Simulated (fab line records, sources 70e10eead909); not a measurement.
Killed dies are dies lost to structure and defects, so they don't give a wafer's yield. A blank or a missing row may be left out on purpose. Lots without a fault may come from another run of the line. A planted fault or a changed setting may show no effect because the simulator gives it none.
Chamber matching | flow nand_harc | NHARC_A_SGD_CUT_DEP_00 on pecvd-03: 3 sister chambers
The step deposits SiNx, target thk 50 nm. 3 wafers are shown with their chamber, then 12 later ones without.

WAFERS WITH THEIR CHAMBER
wafer  | chamber | heater_power_w (W)
L091.1 | 1       | 618
L091.4 | 0       | 968
L091.5 | 2       | 697

WAFERS WITHOUT THEIR CHAMBER
wafer  | heater_power_w (W)
L093.1 | 732
L093.3 | 620
L093.4 | 619
L095.2 | 703
L095.4 | 864
L095.6 | 713
L096.1 | 733
L096.2 | 740
L096.3 | 958
L097.2 | 611
L097.4 | 645
L097.6 | 620

WHICH CHAMBER EACH WENT THROUGH
wafer  | from the rows above     | in truth
L093.1 | 2                       | 2
L093.3 | 1                       | 1
L093.4 | 1                       | 1
L095.2 | 2                       | 2
L095.4 | can't be placed: 0 or 2 | 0
L095.6 | 2                       | 2
L096.1 | 2                       | 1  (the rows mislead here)
L096.2 | 2                       | 2
L096.3 | 0                       | 0
L097.2 | 1                       | 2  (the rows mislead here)
L097.4 | can't be placed: 1 or 2 | 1
L097.6 | 1                       | 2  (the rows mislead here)
Placed correctly: 7 of 12. Can't be placed from these rows: 2 (the true chamber is among the candidates in 2). Placed wrongly: 3.
How it was worked out, from the rows above alone: a wafer's distance from a chamber is the root of the sum, over the readings, of the square of ((its reading less the chamber's mean) divided by the reading's scatter). The wafer belongs to the nearest chamber; if the next one is less than 2 further off, it can't be placed. A chamber's mean is the mean of its shown wafers. The scatter: with one shown wafer a chamber, the root of the mean of the squares of how far each hidden wafer lies from its nearest shown one.
